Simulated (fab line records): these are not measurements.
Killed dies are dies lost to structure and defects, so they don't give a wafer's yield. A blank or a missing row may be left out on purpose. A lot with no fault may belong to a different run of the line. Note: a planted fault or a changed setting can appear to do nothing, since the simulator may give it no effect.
Comparing a struck lot with a sound one -- flow n5_finfet -- 16 out of 1938 route steps
Sound: wafers L771.1, L771.2, L771.6. Wafers L770.1, L770.3, L770.6 were the ones struck. Last of all comes the cause.
Order at every step that has rows: each side's tool, ch and its chambers, its first start. Under that, the readings that differ: sound wafers -- struck wafers -- difference of the means -- sigmas: that difference in standard deviations of wafers without a fault.
alike: a reading whose means differ by less than 2 such deviations, as well as words and numbers matching on both sides. not compared: withheld readings; readings where some wafer has no value; bounds like >300 that might hide an equal value; numbers whose values overlap and for which the record gives no deviation.
Wherever a step has rows on one side only, a row that says differs or no value, or a row with sigmas, the two part there. When numbers do not overlap yet have no deviation, they are printed without sigmas and do not part them. Lack of a reading on every wafer of one side parts them only where that side has two or more wafers.

first, 3 steps without rows for these wafers: N5_BEOL_M4_SRD_40 (time 30 s); N5_BEOL_M4_PRECLEAN_42 (cleans in residue remover, time 60 s); N5_BEOL_M4_SRD_43 (time 30 s).
N5_BEOL_M4_CD_MEAS_35: target cd 18 nm, target cd y 22.4 nm.
  sound on cd_sem-03, day 10 13:35; struck on cd_sem-01, day 10 05:10
  alike: cd_nm
then, 2 steps without rows for these wafers: N5_BEOL_M4_DEGAS_44 (time 60 s); N5_BEOL_M4_PRE_CLEAN_45 (time 30 s).
N5_BEOL_M4_ALD_84: deposits TaN, pulse time 2 s, purge time 3 s, co reactant purge time 2 s.
  sound on ald_metal-02 ch 0,3, day 10 14:03; struck on ald_metal-02 ch 0,1,2, day 10 05:43
  alike: heater_power_w
N5_BEOL_M4_SURFACE_TREAT_85:
  sound on pvd_sputter-03, day 10 14:19; struck on pvd_sputter-01, day 10 06:04
  not compared: throttle_valve_pct
then, 1 step without rows for these wafers: N5_BEOL_M4_CVD_47 (deposits Co from CCTBA/H2, target thk 3 nm, time 223.8 s).
N5_BEOL_M4_SPUTTER_48: material Cu, target thk 4.5 nm, time 8.29 s.
  sound on pvd_sputter-03, day 10 14:33; struck on pvd_sputter-02, day 10 06:23
  alike: throttle_valve_pct
N5_BEOL_M4_ANNEAL_49: time 240 s.
  sound on pvd_sputter-03, day 10 14:38; struck on pvd_sputter-02, day 10 06:28
  alike: heater_power_w, susceptor_temp_C
N5_BEOL_M4_SPUTTER_79: material Cu, target thk 4.5 nm, time 8.29 s.
  sound on pvd_sputter-03, day 10 14:46; struck on pvd_sputter-02, day 10 06:36
  alike: throttle_valve_pct
N5_BEOL_M4_ANNEAL_80: time 240 s.
  sound on pvd_sputter-03, day 10 14:51; struck on pvd_sputter-02, day 10 06:41
  no value came back on the struck wafers for heater_power_w (W), susceptor_temp_C (C); on the sound wafers heater_power_w (W) reads 707 878 773
then, 1 step without rows for these wafers: N5_BEOL_M4_SPUTTER_81 (material Cu, target thk 4.5 nm, time 8.29 s).
N5_BEOL_M4_RC_MEAS_101:
  sound on prober-01 ch 0, day 10 17:42; struck on prober-02 ch 0, day 10 09:14
  alike: DIBL_N, DIBL_P, IOFF_N, IOFF_P, ION_N, ION_P, SS_N, SS_P, VT_N, VT_P
then, 1 step without rows for these wafers: N5_PASSIVATION_PROBE_49.

## WHERE THEY PART
At N5_BEOL_M4_ANNEAL_80 and nowhere else, as far as this record goes. Later steps at which nothing parts them and some readings are alike: N5_BEOL_M4_RC_MEAS_101.

WHY: the cause the simulator had injected
At N5_BEOL_M4_ANNEAL_80, the step was skipped entirely on pvd_sputter-02 from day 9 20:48 on. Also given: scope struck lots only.
